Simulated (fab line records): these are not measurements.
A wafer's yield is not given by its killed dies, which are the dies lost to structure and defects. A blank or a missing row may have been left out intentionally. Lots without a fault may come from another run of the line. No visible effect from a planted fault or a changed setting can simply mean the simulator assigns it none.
fab line records -- flow n5Finfet
record: lots: 7, wafers: 21
route steps=1938 shown BEOL_M14@1722 BEOL_M15@1801 MIM_TOP_LITHO@1843 PASSIVATION@1930
startH: start of the lot's first displayed wafer, in hours after the record's first day -- waitH: how many hours have passed since the lot's step before this one -- " identical to the entry in the row above -- L1.1+2: one row covering several wafers at once -- - either no value or no given start -- * or withheld: withheld -- < > ~ a bound
route shown NAME@n: NAME is a module with steps in the file, n the number in the route of the first one -- usual: the fault-free wafers' mean and standard deviation -- same: alike in all rows -- chamber/n: place in a boat -- sites: the reading at each site -- _std_site: standard deviation across them -- _edge_site: outer sites' mean less inner sites' -- radiusMm: how far each site lies from the wafer's centre -- mask NAME#n: copy n -- behind: the most recent tool/chamber to have shaped the wafer -- hold: the reason the lot was held/the length of the hold in hours/how it ended -- device: transistor that didn't switch, given as n, p or np -- end of line: the same wafers' tests at the end of the route -- a step given without rows: its recipe and nothing more -- killed: at the first sort, the dies lost to defects and structure; wafer yield is something else -- map: a wafer's dies, x killed, . not, _ none there
set.NAME: the setting the step ran with; set.NAME@STEP: the setting that earlier step ran with -- model.NAME: the simulator's own value behind a step, which no gauge read
lots run with intentionally changed settings; tables by step, rows by wafer
== steps ==
step: N5_BEOL_M14_EXPOSE_07
recipe: maskId: V13, na: 0.8, sourceShape: annular, sigmaInner: 0.5, sigmaOuter: 0.8, polarization: unpolarized, attpsmPhaseDeg: 180, doseMj: 57
lot.wafer,tool,chamber,startH,waitH,mask,set.doseMj
L075.2+3,krfScanner-02,0,277.34,-,V13#0,57
L075.6,krfScanner-02,0,277.34,-,V13#0,58.09
L079.2+5+6,krfScanner-01,0,286.88,-,V13#0,57
L078.2+3,krfScanner-01,0,292.17,-,V13#0,54.48
L078.6,krfScanner-01,0,292.17,-,V13#0,57
L083.1+4+6,krfScanner-02,0,316.26,-,V13#0,57
L082.1+6,krfScanner-02,0,320.76,-,V13#0,61.26
L082.5,krfScanner-02,0,320.76,-,V13#0,57
L088.2+5,krfScanner-01,0,348.05,-,V13#0,58.38
L088.6,krfScanner-01,0,348.05,-,V13#0,57
L087.1+4,krfScanner-01,0,350.14,-,V13#0,54.26
L087.5,krfScanner-01,0,350.14,-,V13#0,57
step: N5_BEOL_M14_PEB_08
recipe: pebTempC: 130, pebTimeS: 90
step: N5_BEOL_M14_DEVELOP_09
recipe: developTimeS: 45, rinseLiquid: diw, dry: airSpin, devTempC: 21
step: N5_BEOL_M14_HARDBAKE_14
recipe: tempC: 130, timeS: 120
step: N5_BEOL_M14_CD_MEAS_10
recipe: targetCdNm: 250, landingEnergyEv: 500, detector: seInlens, polarity: opening
usual: cdNm: 250.1/2.3
lot.wafer,tool,chamber,startH,waitH,set.doseMj@BEOL_M14_EXPOSE_07,cdNm
L075.2,cdSem-02,0,277.51,-,57,252.1
L075.3,cdSem-02,0,277.51,-,57,246.7
L075.6,cdSem-02,0,277.51,-,58.09,254.9
L079.2,cdSem-01,0,287.05,-,57,252.7
L079.5,cdSem-01,0,287.05,-,57,245.6
L079.6,cdSem-01,0,287.05,-,57,246.1
L078.2,cdSem-02,0,292.34,-,54.48,243.5
L078.3,cdSem-02,0,292.34,-,54.48,243.8
L078.6,cdSem-02,0,292.34,-,57,250.5
L083.1,cdSem-02,0,316.44,-,57,246.8
L083.4,cdSem-02,0,316.44,-,57,248.4
L083.6,cdSem-02,0,316.44,-,57,248.9
L082.1,cdSem-02,0,320.94,-,61.26,264.0
L082.5,cdSem-02,0,320.94,-,57,249.3
L082.6,cdSem-02,0,320.94,-,61.26,264.3
L088.2,cdSem-02,0,348.22,-,58.38,257.0
L088.5,cdSem-02,0,348.22,-,58.38,250.3
L088.6,cdSem-02,0,348.22,-,57,246.7
L087.1,cdSem-01,0,350.32,-,54.26,240.4
L087.4,cdSem-01,0,350.32,-,54.26,243.2
L087.5,cdSem-01,0,350.32,-,57,254.7
step: N5_BEOL_M14_DESCUM_15
recipe: chemistry: O2, timeS: 7.9, sourcePowerW: 50, biasPowerW: 20, pressureMtorr: 20, rfFrequencyHz: 2.712e+07, tempC: 40, o2FlowSccm: 225
step: N5_BEOL_M14_ETCH_59
recipe: chemistry: N2/H2, target: BARC, targetDepthA: 890, overetchA: 267, timeS: 67.9, ionEnergyEv: 200, pressureMtorr: 30, sourceW: 840, biasW: 150, n2FlowSccm: 200, h2FlowSccm: 200
step: N5_BEOL_M14_VIA_ETCH_16
recipe: chemistry: C4F8/O2/Ar, target: SiO2, heInnerTorr: 15, heOuterTorr: 30, targetDepthA: 12313, timeS: withheld, ionEnergyEv: 800, pressureMtorr: 20, sourceW: 1905, biasW: 2040, Ar_flow_sccm: 400, C4F8_flow_sccm: 16, O2_flow_sccm: 12, ends: cleared
lot.wafer,tool,chamber,startH,waitH,set.timeS@BEOL_M14_ILD_DEP_00,model.etch.depthNm,model.coat_of_BEOL_M14_COAT_04.thkNm
L075.2,rieDiel-06,3,277.87,0.0,*,976.9,485.6
L075.3,rieDiel-06,0,277.87,0.0,*,1143,458.6
L075.6,rieDiel-06,2,277.87,0.0,*,1126,449.8
L079.2,rieDiel-06,2,287.50,0.0,*,1260,417
L079.5,rieDiel-06,2,287.50,0.0,*,1129,448.2
L079.6,rieDiel-06,1,287.50,0.0,*,1112,461
L078.2,rieDiel-05,1,292.66,0.0,*,1254,421.2
L078.3,rieDiel-05,0,292.66,0.0,*,1138,456
L078.6,rieDiel-05,2,292.66,0.0,*,1129,450.8
L083.1,rieDiel-02,1,316.61,0.0,*,1101,461.2
L083.4,rieDiel-02,2,316.61,0.0,*,1121,451.2
L083.6,rieDiel-02,0,316.61,0.0,*,1107,464.6
L082.1,rieDiel-05,1,321.27,0.0,*,1126,454
L082.5,rieDiel-05,2,321.27,0.0,*,1133,449.8
L082.6,rieDiel-05,0,321.27,0.0,*,1186,445.6
L088.2,rieDiel-06,2,348.66,0.0,*,972.8,484.6
L088.5,rieDiel-06,0,348.66,0.0,*,1138,458.8
L088.6,rieDiel-06,3,348.66,0.0,*,1120,451.6
L087.1,rieDiel-05,0,350.49,0.0,*,1114,462
L087.4,rieDiel-05,1,350.49,0.0,*,1131,451.6
L087.5,rieDiel-05,2,350.49,0.0,*,1262,421.8
step: N5_BEOL_M14_STRIP_63
recipe: chemistry: O2, powerW: 600, tempC: 60, pressureMtorr: 30, rfFrequencyHz: 6e+07, biasPowerW: 0, overashFraction: 0.3, o2FlowSccm: 225
step: N5_BEOL_M14_STRIP_64
recipe: chemistry: O2, powerW: 600, tempC: 60, pressureMtorr: 30, rfFrequencyHz: 6e+07, biasPowerW: 0, overashFraction: 0.3, o2FlowSccm: 225
step: N5_BEOL_M14_STRIP_71
recipe: chemistry: postEtchResidueRemover, timeS: 60, tempC: 25, removerPh: withheld, removerWaterWtPct: withheld, removerFluorideWtPct: withheld
step: N5_BEOL_M14_SRD_72
recipe: timeS: 30, tempC: 23, rinseLiquid: diw, dry: n2Spin, spinRpm: 1500, dryTimeS: 30
step: N5_BEOL_M14_CD_MEAS_17
recipe: targetCdNm: 250, polarity: opening
usual: cdNm: 250.8/2.7
lot.wafer,tool,chamber,startH,waitH,set.doseMj@BEOL_M14_EXPOSE_07,cdNm
L075.2,cdSem-01,-,278.22,0.0,57,250.9
L075.3,cdSem-01,-,278.22,0.0,57,249.2
L075.6,cdSem-01,-,278.22,0.0,58.09,256.1
L079.2,cdSem-02,-,287.88,0.0,57,255.2
L079.5,cdSem-02,-,287.88,0.0,57,247.7
L079.6,cdSem-02,-,287.88,0.0,57,244.7
L078.2,cdSem-02,-,293.01,0.0,54.48,244.5
L078.3,cdSem-02,-,293.01,0.0,54.48,244.1
L078.6,cdSem-02,-,293.01,0.0,57,249.4
L083.1,cdSem-02,-,316.96,0.0,57,249.3
L083.4,cdSem-02,-,316.96,0.0,57,248.8
L083.6,cdSem-02,-,316.96,0.0,57,247.0
L082.1,cdSem-02,-,321.62,0.0,61.26,263.3
L082.5,cdSem-02,-,321.62,0.0,57,246.5
L082.6,cdSem-02,-,321.62,0.0,61.26,264.6
L088.2,cdSem-01,-,349.02,0.0,58.38,257.0
L088.5,cdSem-01,-,349.02,0.0,58.38,252.6
L088.6,cdSem-01,-,349.02,0.0,57,248.9
L087.1,cdSem-02,-,350.84,0.0,54.26,239.7
L087.4,cdSem-02,-,350.84,0.0,54.26,242.3
L087.5,cdSem-02,-,350.84,0.0,57,256.3
step: N5_BEOL_M15_PEB_26
recipe: pebTempC: 130, pebTimeS: 90
lot.wafer,tool,chamber,startH,waitH,set.pebTempC
L075.2+6,lithoTrack-05,0,286.51,0.0,127.9
L075.3,lithoTrack-05,0,286.51,0.0,130
L079.2+5+6,lithoTrack-04,0,293.84,0.0,130
L078.2+6,lithoTrack-01,0,300.07,0.0,130
L078.3,lithoTrack-01,0,300.07,0.0,132.5
L083.1+4+6,lithoTrack-04,0,323.35,0.1,130
L082.1+5+6,lithoTrack-05,0,332.36,0.1,130
L088.2+6,lithoTrack-04,0,356.29,0.0,130
L088.5,lithoTrack-04,0,356.29,0.0,132.6
L087.1,lithoTrack-05,0,366.20,0.1,128.2
L087.4+5,lithoTrack-05,0,366.20,0.1,130
step: N5_BEOL_M15_DEVELOP_27
recipe: developTimeS: 45, rinseLiquid: diw, dry: airSpin, devTempC: 21
step: N5_BEOL_M15_HARDBAKE_32
recipe: tempC: 130, timeS: 120
step: N5_BEOL_M15_CD_MEAS_28
recipe: targetCdNm: 407.6, landingEnergyEv: 500, detector: seInlens
usual: cdNm: 408.5/2.5
lot.wafer,tool,chamber,startH,waitH,set.pebTempC@BEOL_M15_PEB_26,cdNm
L075.2,cdSem-02,0,286.63,-,127.9,395.5
L075.3,cdSem-02,0,286.63,-,130,404.9
L075.6,cdSem-02,0,286.63,-,127.9,395.4
L079.2,cdSem-02,0,293.96,-,130,409.2
L079.5,cdSem-02,0,293.96,-,130,410.0
L079.6,cdSem-02,0,293.96,-,130,408.9
L078.2,cdSem-01,0,300.19,-,130,410.3
L078.3,cdSem-01,0,300.19,-,132.5,419.1
L078.6,cdSem-01,0,300.19,-,130,409.1
L083.1,cdSem-02,0,323.47,-,130,408.8
L083.4,cdSem-02,0,323.47,-,130,402.7
L083.6,cdSem-02,0,323.47,-,130,410.1
L082.1,cdSem-02,0,332.48,-,130,408.9
L082.5,cdSem-02,0,332.48,-,130,409.0
L082.6,cdSem-02,0,332.48,-,130,409.0
L088.2,cdSem-03,0,356.41,-,130,409.3
L088.5,cdSem-03,0,356.41,-,132.6,421.6
L088.6,cdSem-03,0,356.41,-,130,409.7
L087.1,cdSem-02,0,366.31,-,128.2,399.5
L087.4,cdSem-02,0,366.31,-,130,408.9
L087.5,cdSem-02,0,366.31,-,130,409.4
step: N5_BEOL_M15_DESCUM_33
recipe: chemistry: O2, timeS: 7.9, sourcePowerW: 50, biasPowerW: 20, pressureMtorr: 20, rfFrequencyHz: 2.712e+07, tempC: 40, o2FlowSccm: 225
lot.wafer,tool,chamber,startH,waitH,set.pebTempC@BEOL_M15_PEB_26,model.BEOL_M15.cdNm
L075.2,rieDiel-01,3,287.82,1.1,127.9,395.6
L075.3,rieDiel-01,1,287.82,1.1,130,405
L075.6,rieDiel-01,2,287.82,1.1,127.9,395.4
L079.2,rieDiel-01,0,294.41,0.4,130,409.2
L079.5,rieDiel-01,1,294.41,0.4,130,410.2
L079.6,rieDiel-01,0,294.41,0.4,130,409.4
L078.2,rieDiel-01,2,300.28,0.0,130,410
L078.3,rieDiel-01,0,300.28,0.0,132.5,419
L078.6,rieDiel-01,3,300.28,0.0,130,408.8
L083.1,rieDiel-01,0,323.72,0.2,130,409
L083.4,rieDiel-01,2,323.72,0.2,130,402.4
L083.6,rieDiel-01,1,323.72,0.2,130,410
L082.1,rieDiel-03,0,333.20,0.7,130,408.6
L082.5,rieDiel-03,1,333.20,0.7,130,409
L082.6,rieDiel-03,2,333.20,0.7,130,408.8
L088.2,rieDiel-03,3,356.49,0.0,130,409.4
L088.5,rieDiel-03,2,356.49,0.0,132.6,421.4
L088.6,rieDiel-03,3,356.49,0.0,130,409.8
L087.1,rieDiel-01,0,366.40,0.0,128.2,399.4
L087.4,rieDiel-01,1,366.40,0.0,130,409.2
L087.5,rieDiel-01,3,366.40,0.0,130,409.6
step: N5_BEOL_M15_ETCH_61
recipe: chemistry: N2/H2, target: BARC, targetDepthA: 890, overetchA: 267, timeS: 67.9, ionEnergyEv: 200, pressureMtorr: 30, sourceW: 840, biasW: 150, n2FlowSccm: 200, h2FlowSccm: 200
lot.wafer,tool,chamber,startH,waitH,set.pebTempC@BEOL_M15_PEB_26,model.BEOL_M15.cdNm
L075.2,rieDiel-01,3,287.85,0.0,127.9,388.2
L075.3,rieDiel-01,1,287.85,0.0,130,397
L075.6,rieDiel-01,2,287.85,0.0,127.9,388.6
L079.2,rieDiel-01,0,294.44,0.0,130,403.2
L079.5,rieDiel-01,1,294.44,0.0,130,402.6
L079.6,rieDiel-01,0,294.44,0.0,130,403.4
L078.2,rieDiel-01,2,300.31,0.0,130,404.8
L078.3,rieDiel-01,0,300.31,0.0,132.5,412.8
L078.6,rieDiel-01,3,300.31,0.0,130,401.4
L083.1,rieDiel-01,0,323.76,0.0,130,401.6
L083.4,rieDiel-01,2,323.76,0.0,130,396
L083.6,rieDiel-01,1,323.76,0.0,130,401.4
L082.1,rieDiel-03,0,333.23,0.0,130,402.2
L082.5,rieDiel-03,1,333.23,0.0,130,400.4
L082.6,rieDiel-03,2,333.23,0.0,130,399.8
L088.2,rieDiel-03,3,356.53,0.0,130,402.2
L088.5,rieDiel-03,2,356.53,0.0,132.6,412.8
L088.6,rieDiel-03,3,356.53,0.0,130,403
L087.1,rieDiel-01,0,366.44,0.0,128.2,392.4
L087.4,rieDiel-01,1,366.44,0.0,130,400.2
L087.5,rieDiel-01,3,366.44,0.0,130,401.2
step: N5_BEOL_M15_TRENCH_ETCH_34
recipe: chemistry: C4F8/O2/Ar, target: SiO2, targetDepthA: 8729.3, heInnerTorr: 15, heOuterTorr: 30, timeS: 199, ionEnergyEv: 800, pressureMtorr: 20, sourceW: 1905, biasW: 2040, Ar_flow_sccm: 400, C4F8_flow_sccm: 16, O2_flow_sccm: 12
lot.wafer,tool,chamber,startH,waitH,set.timeS,set.pebTempC@BEOL_M15_PEB_26,model.BEOL_M15.cdNm
L075.2,rieDiel-01,3,287.90,0.0,199,127.9,388
L075.3,rieDiel-01,1,287.90,0.0,199,130,396.6
L075.6,rieDiel-01,2,287.90,0.0,199,127.9,387.6
L079.2,rieDiel-01,0,294.49,0.0,184,130,402.2
L079.5,rieDiel-01,1,294.49,0.0,184,130,401.6
L079.6,rieDiel-01,0,294.49,0.0,184,130,403
L078.2,rieDiel-01,2,300.36,0.0,199,130,404.2
L078.3,rieDiel-01,0,300.36,0.0,174.9,132.5,412.2
L078.6,rieDiel-01,3,300.36,0.0,199,130,401.6
L083.1,rieDiel-01,0,323.81,0.0,199,130,402
L083.4,rieDiel-01,2,323.81,0.0,199,130,395
L083.6,rieDiel-01,1,323.81,0.0,199,130,401.6
L082.1,rieDiel-03,0,333.28,0.0,199,130,402.2
L082.5,rieDiel-03,1,333.28,0.0,199,130,400.2
L082.6,rieDiel-03,2,333.28,0.0,199,130,400.8
L088.2,rieDiel-03,3,356.58,0.0,156.7,130,401.6
L088.5,rieDiel-03,2,356.58,0.0,156.7,132.6,412.2
L088.6,rieDiel-03,3,356.58,0.0,199,130,403.4
L087.1,rieDiel-01,0,366.49,0.0,199,128.2,392.8
L087.4,rieDiel-01,1,366.49,0.0,199,130,400.6
L087.5,rieDiel-01,3,366.49,0.0,199,130,402.4
step: N5_BEOL_M15_STRIP_36
recipe: chemistry: O2, powerW: 600, tempC: 60, pressureMtorr: 30, rfFrequencyHz: 6e+07, biasPowerW: 0, overashFraction: 0.3, o2FlowSccm: 225
step: N5_BEOL_M15_PRE_CLEAN_52
recipe: gas: NH3, timeS: 15, tempC: withheld, rfPowerW: 300
step: N5_BEOL_M15_DEP_53
recipe: material: SiCN, targetThkA: 500, tempC: withheld, precursor: 3MS/NH3, pressureTorr: 3, rfW: 675, timeS: 17.8
step: N5_BEOL_M15_RS_MEAS_54
recipe: thkMeasGauge: four-point-probe, reads: Cu_of_BEOL_M15_ECD_47+Ta_of_BEOL_M15_SPUTTER_44+TaN_of_BEOL_M15_SPUTTER_43
usual: M15_RS: 0.0214/0.00051
lot.wafer,tool,chamber,startH,waitH,set.timeS@BEOL_M15_TRENCH_ETCH_34,M15_RS[ohm/sq]
L075.2,filmMetro-01,-,291.38,0.1,199,0.0205
L075.3,filmMetro-01,-,291.38,0.1,199,0.0225
L075.6,filmMetro-01,-,291.38,0.1,199,0.0217
L079.2,filmMetro-01,-,297.79,0.1,184,0.0228
L079.5,filmMetro-01,-,297.79,0.1,184,0.0243
L079.6,filmMetro-01,-,297.79,0.1,184,0.0227
L078.2,filmMetro-01,-,306.72,0.1,199,0.0220
L078.3,filmMetro-01,-,306.72,0.1,174.9,0.0239
L078.6,filmMetro-01,-,306.72,0.1,199,0.0204
L083.1,filmMetro-01,-,330.81,0.0,199,0.0207
L083.4,filmMetro-01,-,330.81,0.0,199,0.0218
L083.6,filmMetro-01,-,330.81,0.0,199,0.0222
L082.1,filmMetro-02,-,335.67,0.0,199,0.0218
L082.5,filmMetro-02,-,335.67,0.0,199,0.0216
L082.6,filmMetro-02,-,335.67,0.0,199,0.0215
L088.2,filmMetro-02,-,361.90,0.1,156.7,0.0273
L088.5,filmMetro-02,-,361.90,0.1,156.7,0.0273
L088.6,filmMetro-02,-,361.90,0.1,199,0.0214
L087.1,filmMetro-01,-,370.75,0.1,199,0.0211
L087.4,filmMetro-01,-,370.75,0.1,199,0.0226
L087.5,filmMetro-01,-,370.75,0.1,199,0.0210
step: N5_MIM_TOP_LITHO_EXPOSE_05
recipe: maskId: MIM_TOP, na: 0.55, sourceShape: conventional, sigmaOuter: 0.8, polarization: unpolarized, targetCdNm: 2000, doseMj: 20.5
lot.wafer,tool,chamber,startH,waitH,mask,set.doseMj
L075.2+6,krfScanner-01,0,294.01,-,MIM_TOP#0,19.24
L075.3,krfScanner-01,0,294.01,-,MIM_TOP#0,20.5
L079.2+6,krfScanner-01,0,302.81,-,MIM_TOP#0,19.34
L079.5,krfScanner-01,0,302.81,-,MIM_TOP#0,20.5
L078.2+3+6,krfScanner-02,0,312.01,-,MIM_TOP#0,20.5
L083.1+4+6,krfScanner-02,0,333.50,-,MIM_TOP#0,20.5
L082.1+5+6,krfScanner-01,0,339.56,-,MIM_TOP#0,20.5
L088.2+5+6,krfScanner-02,0,364.28,-,MIM_TOP#0,20.5
L087.1+5,krfScanner-01,0,376.71,-,MIM_TOP#0,21.03
L087.4,krfScanner-01,0,376.71,-,MIM_TOP#0,20.5
step: N5_MIM_TOP_LITHO_DEVELOP_07
recipe: developTimeS: 60, rinseLiquid: diw, dry: airSpin, devTempC: 21
lot.wafer,tool,chamber,startH,waitH,set.developTimeS
L075.2+3+6,lithoTrack-03,0,-,-,60
L079.2+6,lithoTrack-03,0,-,-,51.15
L079.5,lithoTrack-03,0,-,-,60
L078.2,lithoTrack-02,0,-,-,48.94
L078.3+6,lithoTrack-02,0,-,-,60
L083.1+4+6,lithoTrack-02,0,-,-,60
L082.1+5+6,lithoTrack-04,0,-,-,60
L088.2+5,lithoTrack-02,0,-,-,52.06
L088.6,lithoTrack-02,0,-,-,60
L087.1+4+5,lithoTrack-04,0,-,-,64.44
step: N5_MIM_TOP_LITHO_HARDBAKE_09
recipe: tempC: 130, timeS: 120
step: N5_MIM_TOP_LITHO_CD_MEAS_08
recipe: targetCdNm: 2000, landingEnergyEv: 500, detector: seInlens
usual: cdNm: 2000.2/2.2
lot.wafer,tool,chamber,startH,waitH,set.doseMj@MIM_TOP_LITHO_EXPOSE_05,cdNm
L075.2,cdSem-01,0,294.18,-,19.24,2014.0
L075.3,cdSem-01,0,294.18,-,20.5,2000.2
L075.6,cdSem-01,0,294.18,-,19.24,2012.4
L079.2,cdSem-02,0,302.98,-,19.34,2013.8
L079.5,cdSem-02,0,302.98,-,20.5,2004.8
L079.6,cdSem-02,0,302.98,-,19.34,2014.8
L078.2,cdSem-01,0,312.18,-,20.5,2004.5
L078.3,cdSem-01,0,312.18,-,20.5,2000.8
L078.6,cdSem-01,0,312.18,-,20.5,1997.4
L083.1,cdSem-01,0,333.68,-,20.5,2001.9
L083.4,cdSem-01,0,333.68,-,20.5,2001.1
L083.6,cdSem-01,0,333.68,-,20.5,1997.7
L082.1,cdSem-02,0,339.74,-,20.5,2000.4
L082.5,cdSem-02,0,339.74,-,20.5,1997.3
L082.6,cdSem-02,0,339.74,-,20.5,1997.7
L088.2,cdSem-02,0,364.45,-,20.5,2002.3
L088.5,cdSem-02,0,364.45,-,20.5,2003.4
L088.6,cdSem-02,0,364.45,-,20.5,2001.2
L087.1,cdSem-02,0,376.89,-,21.03,1994.9
L087.4,cdSem-02,0,376.89,-,20.5,1997.2
L087.5,cdSem-02,0,376.89,-,21.03,1991.2
step: N5_MIM_TOP_LITHO_DESCUM_10
recipe: chemistry: O2, timeS: 7.9, sourcePowerW: 50, biasPowerW: 20, pressureMtorr: 20, rfFrequencyHz: 2.712e+07, tempC: 40, o2FlowSccm: 225
lot.wafer,tool,chamber,startH,waitH,set.doseMj@MIM_TOP_LITHO_EXPOSE_05,model.MIM_TOP_LITHO.cdNm
L075.2,rieDiel-02,1,294.27,0.0,19.24,2014
L075.3,rieDiel-02,1,294.27,0.0,20.5,2000
L075.6,rieDiel-02,1,294.27,0.0,19.24,2012
L079.2,rieDiel-02,1,303.07,0.0,19.34,2014
L079.5,rieDiel-02,1,303.07,0.0,20.5,2005
L079.6,rieDiel-02,2,303.07,0.0,19.34,2015
L078.2,rieDiel-02,2,312.30,0.0,20.5,2005
L078.3,rieDiel-02,0,312.30,0.0,20.5,2000
L078.6,rieDiel-02,2,312.30,0.0,20.5,1997
L083.1,rieDiel-05,2,334.24,0.5,20.5,2002
L083.4,rieDiel-05,0,334.24,0.5,20.5,2001
L083.6,rieDiel-05,2,334.24,0.5,20.5,1997
L082.1,rieDiel-06,1,339.89,0.1,20.5,2001
L082.5,rieDiel-06,1,339.89,0.1,20.5,1998
L082.6,rieDiel-06,0,339.89,0.1,20.5,1997
L088.2,rieDiel-02,1,364.74,0.2,20.5,2002
L088.5,rieDiel-02,1,364.74,0.2,20.5,2004
L088.6,rieDiel-02,0,364.74,0.2,20.5,2001
L087.1,rieDiel-06,0,377.25,0.3,21.03,1995
L087.4,rieDiel-06,1,377.25,0.3,20.5,1997
L087.5,rieDiel-06,3,377.25,0.3,21.03,1991
step: N5_PASSIVATION_ETCH_54
recipe: chemistry: CHF3/O2, target: SiO2, targetDepthA: 8800, CHF3_flow_sccm: 50, O2_flow_sccm: 5, Ar_flow_sccm: 200, timeS: 440, maskMaterial: PR, pressureMtorr: 30, sourceW: 650, biasW: 170, ionEnergyEv: 200
usual: rfVppV: 515/14
lot.wafer,tool,chamber,startH,waitH,set.biasW,rfVppV
L075.2,rieDiel-05,2,304.96,0.1,194.1,552
L075.3,rieDiel-05,0,304.96,0.1,194.1,560
L075.6,rieDiel-05,1,304.96,0.1,170,513
L079.2,rieDiel-05,1,309.15,0.1,140.5,441
L079.5,rieDiel-05,1,309.15,0.1,170,513
L079.6,rieDiel-05,0,309.15,0.1,170,502
L078.2,rieDiel-06,2,320.67,0.1,157.5,498
L078.3,rieDiel-06,0,320.67,0.1,170,507
L078.6,rieDiel-06,1,320.67,0.1,170,524
L083.1,rieDiel-05,2,342.60,0.1,170,495
L083.4,rieDiel-05,1,342.60,0.1,170,514
L083.6,rieDiel-05,0,342.60,0.1,170,502
L082.1,rieDiel-02,1,345.94,0.1,170,521
L082.5,rieDiel-02,0,345.94,0.1,153.3,495
L082.6,rieDiel-02,3,345.94,0.1,153.3,459
L088.2,rieDiel-06,3,372.04,0.1,170,532
L088.5,rieDiel-06,3,372.04,0.1,170,531
L088.6,rieDiel-06,0,372.04,0.1,170,503
L087.1,rieDiel-05,0,387.25,0.2,170,502
L087.4,rieDiel-05,0,387.25,0.2,170,504
L087.5,rieDiel-05,1,387.25,0.2,195.7,575
== key ==
split: step: N5_BEOL_M14_EXPOSE_07, setting: doseMj, stated: 57, by: wafer
response: step: N5_BEOL_M14_CD_MEAS_10, reading: cdNm, change: +2.13, per: 1%, r: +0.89
response: step: N5_BEOL_M14_CD_MEAS_17, reading: cdNm, change: +2.34, per: 1%, r: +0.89
split: step: N5_BEOL_M15_PEB_26, setting: pebTempC, stated: 130, by: wafer
response: step: N5_BEOL_M15_CD_MEAS_28, reading: cdNm, change: +5.81, per: 1%, r: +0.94
response: step: N5_BEOL_M15_DESCUM_33, reading: model.BEOL_M15.cdNm, change: +5.83, per: 1%, r: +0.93
response: step: N5_BEOL_M15_ETCH_61, reading: model.BEOL_M15.cdNm, change: +5.27, per: 1%, r: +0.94
response: step: N5_BEOL_M15_TRENCH_ETCH_34, reading: model.BEOL_M15.cdNm, change: +5.2, per: 1%, r: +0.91
split: step: N5_BEOL_M15_TRENCH_ETCH_34, setting: timeS, stated: 199, by: wafer
response: step: N5_BEOL_M15_RS_MEAS_54, reading: M15_RS, change: -0.000262, per: 1%, r: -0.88
split: step: N5_MIM_TOP_LITHO_EXPOSE_05, setting: doseMj, stated: 20.5, by: wafer
response: step: N5_MIM_TOP_LITHO_CD_MEAS_08, reading: cdNm, change: -1.9, per: 1%, r: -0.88
response: step: N5_MIM_TOP_LITHO_DESCUM_10, reading: model.MIM_TOP_LITHO.cdNm, change: -1.87, per: 1%, r: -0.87
split: step: N5_MIM_TOP_LITHO_DEVELOP_07, setting: developTimeS, stated: 60, by: wafer
response none clear
split: step: N5_PASSIVATION_ETCH_54, setting: biasW, stated: 170, by: wafer
response: step: N5_PASSIVATION_ETCH_54, reading: rfVppV, change: +3.87, per: 1%, r: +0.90
split outsideThisFile step=N5_BEOL_M14_ILD_DEP_00 setting=timeS
split outsideThisFile: this setting was split too, and the file shows its column; the key of that split is in another file
